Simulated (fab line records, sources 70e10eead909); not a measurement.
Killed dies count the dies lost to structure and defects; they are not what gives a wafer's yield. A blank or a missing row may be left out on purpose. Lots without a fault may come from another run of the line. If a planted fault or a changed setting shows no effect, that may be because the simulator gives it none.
Matching of chambers + flow nandHarc + NHARC_A_BLC_ETCH_16 on rieDiel-02 has 4 sister chambers
The step etches the open film in CF4, target depth 39 nm, time 65 s. 4 wafers are shown with their chamber, then 12 later ones without.

== WAFERS PAIRED WITH THEIR CHAMBERS ==
| wafer  | chamber | drypumpMotorCurrentA (A) |
|--------|---------|--------------------------|
| L084.1 | 1       | 6.2                      |
| L087.4 | 0       | 5.9                      |
| L086.1 | 2       | 5.3                      |
| L086.4 | 3       | 5.8                      |

== WAFERS MISSING THEIR CHAMBER ==
| wafer  | drypumpMotorCurrentA (A) |
|--------|--------------------------|
| L091.2 | 5.2                      |
| L091.3 | 6.1                      |
| L091.6 | 5.9                      |
| L090.1 | 5.9                      |
| L090.3 | 5.8                      |
| L090.4 | 6.1                      |
| L096.2 | 5.2                      |
| L096.4 | 5.8                      |
| L096.6 | 6.2                      |
| L097.1 | 5.2                      |
| L097.3 | 5.9                      |
| L097.5 | 5.2                      |

== CHAMBER TAKEN BY EACH ==
| wafer  | from the rows above     | in truth |
|--------|-------------------------|----------|
| L091.2 | 2                       | 2        |
| L091.3 | can't be placed: 1 or 0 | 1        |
| L091.6 | can't be placed: 0 or 3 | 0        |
| L090.1 | can't be placed: 0 or 3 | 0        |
| L090.3 | can't be placed: 3 or 0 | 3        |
| L090.4 | can't be placed: 1 or 0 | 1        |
| L096.2 | 2                       | 2        |
| L096.4 | can't be placed: 3 or 0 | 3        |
| L096.6 | 1                       | 1        |
| L097.1 | 2                       | 2        |
| L097.3 | can't be placed: 0 or 3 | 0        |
| L097.5 | 2                       | 2        |
Correctly placed: 5 of 12. Unplaceable from these rows: 7, with the true chamber sitting among the candidates in 7. 0 placed wrongly.
How it was worked out, from the rows above alone: a wafer's distance from a chamber is the root of the sum, over the readings, of the square of ((its reading less the chamber's mean) divided by the reading's scatter). If the next closest chamber is less than 2 further off than the closest, the wafer can't be placed; otherwise it belongs to the closest. A chamber's mean is the mean of its shown wafers. The scatter: root of mean squared gap, hidden wafer to nearest shown wafer, with one shown wafer a chamber.
